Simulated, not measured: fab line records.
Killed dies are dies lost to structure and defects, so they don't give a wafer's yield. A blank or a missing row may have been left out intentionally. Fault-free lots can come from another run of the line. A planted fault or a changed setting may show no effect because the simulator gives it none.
Chamber matching ; flow nand_harc ; NHARC_P_M2_CMP_23 on cmp-01: 4 sister chambers
The step polishes, t overpolish 20 s, target thk 144.3 nm. 8 wafers are shown with their chamber, then 7 later ones without.

## WAFERS PAIRED WITH THEIR CHAMBERS
wafer;chamber;motor_current_A (A);time_to_endpoint_s (s)
L084.6;2;13.2;27
L085.3;1;11.1;31
L085.5;1;10.7;30
L087.3;0;11.0;30
L087.5;3;11.4;32
L087.6;0;11.0;30
L089.1;3;11.6;29
L089.4;2;12.8;26

## WAFERS WHOSE CHAMBER IS MISSING
wafer;motor_current_A (A);time_to_endpoint_s (s)
L089.5;11.2;31
L090.2;11.3;30
L090.3;11.4;27
L090.6;11.5;30
L095.2;10.5;27
L095.4;12.7;25
L095.5;10.5;27

## CHAMBER TAKEN BY EACH
wafer;from the rows above;in truth
L089.5;can't be placed: 0 or 1 or 3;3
L090.2;can't be placed: 3 or 0 or 1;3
L090.3;can't be placed: 3 or 0 or 1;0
L090.6;can't be placed: 3 or 0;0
L095.2;can't be placed: 0 or 1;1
L095.4;2;2
L095.5;can't be placed: 0 or 1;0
Correct placement for 1 of the 7. Not placeable from these rows: 6 (in 6, the candidates include the true chamber). Placed wrongly: 0.
How it was worked out, from the rows above alone: a wafer's distance from a chamber is the root of the sum, over the readings, of the square of ((its reading less the chamber's mean) divided by the reading's scatter). If the next closest chamber is less than 2 further off than the closest, the wafer can't be placed; otherwise it belongs to the closest. Each chamber's mean is taken over the wafers shown for it. The scatter: the root of (the sum of the squares of (reading less its chamber's mean) over the shown wafers, divided by (wafers less chambers)).
